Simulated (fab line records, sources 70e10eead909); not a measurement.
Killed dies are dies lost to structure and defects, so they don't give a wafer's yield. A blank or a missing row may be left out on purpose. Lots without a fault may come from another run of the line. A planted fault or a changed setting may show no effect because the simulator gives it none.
fab line records | flow nand_harc
record lots=14 wafers=42 last_day=24
route steps=1159 shown A_ONON_D1@427 A_CHANNEL_HOLE_D1@450
lots that met no fault: from a run of the same line without faults
start_h: hours from the record's first day to the start of the lot's first wafer shown | wait_h: hours since the lot's step before | " the same as in the row above | L1.1+2: a row that stands for several wafers | - no value, or no start given | * or withheld: withheld | < > ~ a bound
route shown NAME@n: a module of which the file shows steps, and the number in the route of the first | usual: mean/standard deviation of fault-free wafers | same: alike in all rows | chamber/n: place in a boat | sites: the reading at each site | _std_site: their standard deviation | _edge_site: outer sites' mean less inner sites' | radius_mm: how far each site lies from the wafer's centre | mask NAME#n: copy n | behind: the tool/chamber that last shaped the wafer | hold: why the lot was held/for how many hours/how that ended | device: the transistor (n, p or np) that didn't switch | end of line: the same wafers' tests at the end of the route | a step without rows: its recipe alone | killed: dies lost to structure and defects at the first sort, not the wafer's yield | map: a wafer's dies, x killed, . not, _ none there
set.NAME: the setting as run; set.NAME@STEP: as run at that earlier step | model.NAME: the simulator's own value behind a step, which no gauge read
steps of the route over a sample of lots; a table a step, a row a wafer
services: from which hour (start_h, from the record's first day; less than 0 if before it) a tool's chamber was out of use, for how many hours, and why
## steps
# step NHARC_A_ONON_D1_THK_MEAS_05
# recipe thk_meas_gauge=ellipsometry
# usual thk_nm=1000/9.8
# columns lot.wafer tool chamber start_h wait_h thk_nm
L908.1 film_metro-01 - 164.52 - 1007
L908.2 " - " " 1006
L908.5 " - " " 1008
L909.1 film_metro-01 - 171.17 - 1010
L909.3 " - " " 1010
L909.4 " - " " 1009
L912.1 film_metro-01 - 174.77 - 1005
L912.3 " - " " 1007
L912.4 " - " " 1007
L913.1 film_metro-02 - 180.78 - 1004
L913.3 " - " " 1005
L913.4 " - " " 1002
L911.2 film_metro-01 - 180.81 - 1002
L911.3 " - " " 1001
L911.4 " - " " 1004
L914.3 film_metro-01 - 192.50 - 1008
L914.4 " - " " 1009
L914.6 " - " " 1010
L915.1 film_metro-02 - 202.99 - 1008
L915.2 " - " " 1010
L915.6 " - " " 1008
L916.1 film_metro-01 - 209.10 - 1002
L916.2 " - " " 1004
L916.5 " - " " 1003
L917.1 film_metro-02 - 209.11 - 988
L917.2 " - " " 986
L917.6 " - " " 986
L918.1 film_metro-01 - 214.11 - 1001
L918.3 " - " " 999
L918.4 " - " " 999
L923.2 film_metro-02 - 234.27 - 983
L923.4 " - " " 984
L923.6 " - " " 984
L919.1 film_metro-01 - 234.30 - 985
L919.2 " - " " 988
L919.3 " - " " 987
L925.1 film_metro-02 - 264.09 - 1005
L925.3 " - " " 1004
L925.4 " - " " 1004
L930.2 film_metro-02 - 287.67 - 989
L930.3 " - " " 993
L930.6 " - " " 991
# step NHARC_A_ONON_D1_THK_MEAS_24
# recipe thk_meas_gauge=ellipsometry
# usual thk_nm=1001/10
# columns lot.wafer tool chamber start_h wait_h thk_nm
L908.1 film_metro-02 - 174.51 - 1012
L908.2 " - " " 1013
L908.5 " - " " 1014
L909.1 film_metro-02 - 182.62 - 996
L909.3 " - " " 996
L909.4 " - " " 994
L912.1 film_metro-01 - 182.82 - 992
L912.3 " - " " 989
L912.4 " - " " 989
L911.2 film_metro-02 - 190.74 - 1010
L911.3 " - " " 1008
L911.4 " - " " 1009
L913.1 film_metro-01 - 190.75 - 1017
L913.3 " - " " 1015
L913.4 " - " " 1017
L914.3 film_metro-01 - 204.64 - 994
L914.4 " - " " 995
L914.6 " - " " 995
L915.1 film_metro-02 - 215.14 - 999
L915.2 " - " " 996
L915.6 " - " " 998
L916.1 film_metro-01 - 219.04 - 994
L916.2 " - " " 994
L916.5 " - " " 995
L917.1 film_metro-02 - 219.05 - 1018
L917.2 " - " " 1020
L917.6 " - " " 1020
L918.1 film_metro-02 - 224.03 - 994
L918.3 " - " " 994
L918.4 " - " " 993
L923.2 film_metro-02 - 244.20 - 985
L923.4 " - " " 984
L923.6 " - " " 984
L919.1 film_metro-01 - 244.21 - 997
L919.2 " - " " 998
L919.3 " - " " 996
L925.1 film_metro-01 - 274.91 - 1014
L925.3 " - " " 1014
L925.4 " - " " 1015
L930.2 film_metro-01 - 298.18 - 1001
L930.3 " - " " 1002
L930.6 " - " " 1002
# step NHARC_A_CHANNEL_HOLE_D1_DEP_00
# recipe target_thk_a=31000 temp_c=400 material=aC
# usual throttle_valve_pct=35.000/0.01
# columns lot.wafer tool chamber start_h wait_h throttle_valve_pct
L908.1 acl_dep-03 0 182.83 6.6 34.999
L908.2 " 0 " " 34.982
L908.5 " 0 " " 35.000
L909.1 acl_dep-03 0 187.20 2.9 34.990
L909.3 " 0 " " 35.001
L909.4 " 0 " " 34.994
L912.1 acl_dep-01 0 188.88 4.4 35.000
L912.3 " 0 " " 35.020
L912.4 " 0 " " 35.001
L913.1 acl_dep-02 0 194.88 2.5 35.007
L913.3 " 0 " " 35.008
L913.4 " 0 " " 34.979
L911.2 acl_dep-03 0 195.72 3.3 35.001
L911.3 " 0 " " 34.996
L911.4 " 0 " " 34.998
L914.3 acl_dep-01 0 207.72 1.4 34.993
L914.4 " 0 " " 34.988
L914.6 " 0 " " 35.026
L915.1 acl_dep-01 0 217.34 0.5 35.003
L915.2 " 0 " " 34.995
L915.6 " 0 218.94 2.1 35.003
L916.1 acl_dep-01 0 220.80 0.1 35.006
L916.2 " 0 " " 35.010
L916.5 " 0 " " 34.992
L917.1 acl_dep-02 0 220.87 0.1 35.007
L917.2 " 0 " " 34.987
L917.6 " 0 222.46 1.7 34.999
L918.1 acl_dep-01 0 229.89 4.2 35.003
L918.3 " 0 " " 34.993
L918.4 " 0 " " 35.000
L918.1 acl_dep-01 0 233.66 3.5 34.998
L918.3 " 0 " " 34.987
L918.4 " 0 " " 35.007
L919.1 acl_dep-02 0 246.04 0.1 35.005
L919.2 " 0 " " 35.003
L919.3 " 0 " " 35.000
L923.2 acl_dep-01 0 246.33 0.4 34.990
L923.4 " 0 " " 34.987
L923.6 " 0 " " 34.991
L923.2 acl_dep-03 0 248.52 1.9 34.999
L923.4 " 0 " " 35.004
L923.6 " 0 " " 35.002
L925.1 acl_dep-02 0 276.88 0.1 35.015
L925.3 " 0 " " 35.000
L925.4 " 0 " " 35.017
L930.2 acl_dep-03 0 303.41 3.5 35.013
L930.3 " 0 " " 34.994
L930.6 " 0 " " 34.993
# step NHARC_A_CHANNEL_HOLE_D1_ETCH_38
# recipe target_depth_a=390 over_etch_frac=0.3 time_s=65 ion_energy_ev=80 cf4_flow_sccm=150 ar_flow_sccm=0 rf_w=300 bias_w=100 chemistry=CF4
# usual chamber_pressure_mTorr=50.00/0.042 drypump_motor_current_A=5.6/0.53 oes_product_au=0.994/0.01 rf_vpp_V=151.4/1.1 showerhead_plenum_p_Torr=1.78/0.07 throttle_valve_pct=13.283/0.0097
# same over_etch_frac=0.3
# columns lot.wafer tool chamber start_h wait_h chamber_pressure_mTorr drypump_motor_current_A oes_product_au rf_hours_counter_h rf_vpp_V showerhead_plenum_p_Torr throttle_valve_pct
L908.2 rie_diel-10 1 185.79 0.1 49.99 5.7 1.000 0 153.4 1.84 13.268
L908.1 " 3 " " 50.01 5.1 0.994 0 149.6 1.68 13.274
L908.5 " 1 " " 50.04 5.7 1.009 - 152.8 1.84 13.282
L909.3 rie_diel-12 1 189.98 0.1 50.00 5.7 1.012 10 150.5 1.77 13.282
L909.4 " 3 " " 50.00 5.1 0.993 9 153.3 1.86 13.284
L909.1 " 0 " " 49.93 6.7 1.008 9 152.3 1.90 13.303
L912.1 rie_diel-12 1 191.86 0.1 49.99 5.7 0.994 10 151.1 1.78 13.282
L912.4 " 2 " " 49.99 5.1 0.983 10 151.5 1.77 13.293
L912.3 " 0 " " 50.02 6.7 0.997 10 151.8 1.90 13.275
L913.4 rie_diel-12 2 197.97 0.1 49.96 5.1 0.996 11 152.4 1.77 13.309
L913.1 " 3 " " 49.99 5.1 0.984 10 151.6 1.86 13.291
L913.3 " 0 " " 49.98 6.7 1.010 10 150.9 1.90 13.264
L911.4 rie_diel-06 2 198.33 0.1 50.02 5.9 1.006 9 150.6 1.66 13.309
L911.3 " 3 " " 49.98 6.1 0.993 7 152.1 1.78 13.270
L911.2 " 0 " " 50.04 4.8 0.986 9 150.9 1.76 13.279
L914.4 rie_diel-06 0 209.91 0.1 50.00 4.8 0.982 10 152.8 1.76 13.270
L914.3 " 3 " " 49.92 6.1 0.991 8 151.2 1.78 13.281
L914.6 " 0 " " 50.04 4.8 0.977 - 151.2 1.76 13.290
L915.1 rie_diel-12 2 220.32 0.1 50.01 5.1 0.997 0 150.0 1.77 13.285
L915.2 " 1 " " 49.99 5.7 0.991 0 152.5 1.77 13.276
L915.6 " 3 " " 50.06 5.1 0.982 - 152.5 1.86 13.289
L916.1 rie_diel-10 2 223.59 0.1 50.07 5.3 0.992 2 150.7 1.75 13.272
L916.2 " 1 " " 50.07 5.7 1.003 2 152.0 1.84 13.286
L916.5 " 3 " " 49.97 5.1 1.003 - 149.9 1.68 13.278
L917.2 rie_diel-12 3 223.84 0.1 50.01 5.1 0.976 1 151.3 1.86 13.293
L917.1 " 0 " " 49.97 6.7 0.995 1 152.3 1.90 13.283
L917.6 " 3 " " 50.02 5.1 0.980 - 152.9 1.86 13.276
L918.4 rie_diel-06 2 236.67 0.1 49.99 5.9 1.001 11 149.8 1.66 13.282
L918.3 " 3 " " 50.05 6.1 0.992 9 151.6 1.78 13.282
L918.1 " 1 " " 50.03 6.2 1.009 11 148.9 1.69 13.282
L919.2 rie_diel-12 1 249.03 0.1 50.07 5.7 0.999 2 150.6 1.77 13.282
L919.3 " 2 " " 50.04 5.1 1.002 2 151.9 1.77 13.291
L919.1 " 3 " " 50.00 5.1 0.980 2 152.1 1.85 13.268
L923.2 rie_diel-10 0 251.02 0.1 50.01 5.9 0.980 4 149.3 1.70 13.286
L923.4 " 2 " " 50.02 5.3 0.990 5 149.8 1.75 13.271
L923.6 " 0 " " 49.96 5.9 0.980 - 151.1 1.70 13.290
L925.1 rie_diel-10 0 279.80 0.1 49.99 5.9 0.988 8 150.4 1.70 13.284
L925.3 " 1 " " 49.94 5.7 0.996 9 151.5 1.84 13.285
L925.4 " 3 " " 50.02 5.1 1.003 9 150.2 1.67 13.288
L930.3 rie_diel-12 0 305.99 0.1 49.96 6.7 1.005 6 153.8 1.90 13.297
L930.2 " 2 " " 50.03 5.1 0.991 6 152.0 1.77 13.264
L930.6 " 0 " " 50.01 6.7 1.001 - 153.2 1.90 13.270
## services
# columns tool chamber start_h hours kind
acl_dep-02 - 168.00 13.0 pm
rie_diel-10 - 176.50 9.0 pm
rie_diel-12 0 181.74 - clean
rie_diel-12 1 181.74 - clean
rie_diel-12 2 181.74 - clean
rie_diel-12 3 181.74 - clean
rie_diel-06 - 184.19 6.1 repair
acl_dep-03 - 202.30 16.1 repair
rie_diel-12 - 202.40 9.0 pm
rie_diel-12 0 202.40 9.0 vent_cycle
rie_diel-12 1 202.40 9.0 vent_cycle
rie_diel-12 2 202.40 9.0 vent_cycle
rie_diel-12 3 202.40 9.0 vent_cycle
rie_diel-12 0 211.40 - clean
rie_diel-12 1 211.40 - clean
rie_diel-12 2 211.40 - clean
rie_diel-12 3 211.40 - clean
rie_diel-10 0 225.25 10.0 repair
acl_dep-03 - 225.42 13.0 pm
rie_diel-12 0 235.90 - clean
rie_diel-12 1 235.90 - clean
rie_diel-12 2 235.90 - clean
rie_diel-06 - 241.20 9.0 pm
acl_dep-01 - 293.74 13.0 pm
## key
first_sign step=NHARC_A_CHANNEL_HOLE_D1_DEP_00 reading=visit direction=added
effect none on later readings
met_at NHARC_A_CHANNEL_HOLE_D1_DEP_00
struck_lots L918,L923
later_rows_left_out L918.1,L918.3,L918.4,L923.2,L923.4,L923.6
sort_left_out L918.1,L918.3,L918.4,L923.2,L923.4,L923.6
tester_left_out L918,L923
not_acting_at NHARC_A_ONON_D1_THK_MEAS_05,NHARC_A_ONON_D1_THK_MEAS_24,NHARC_A_CHANNEL_HOLE_D1_ETCH_38
fault kind=repeated_step_whole tool=acl_dep-01,acl_dep-02,acl_dep-03 chamber=- onset_h=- steps=NHARC_A_CHANNEL_HOLE_D1_DEP_00 times=1 scope=struck_lots_only
# tester_left_out: of these lots the tester's yield and bins aren't shown, on N5 and GAA mostly nor the transistor test; their killed dies are dies lost to structure and defects alone, not to doping, threshold or leakage, so they don't give the yield
# sort_left_out: the simulated sort isn't trusted on such a fault, so these wafers' sort isn't shown, and their yield isn't known
# later_rows_left_out: the simulator's readings of these wafers behind a module that went badly wrong aren't trusted and aren't shown, but for the sort
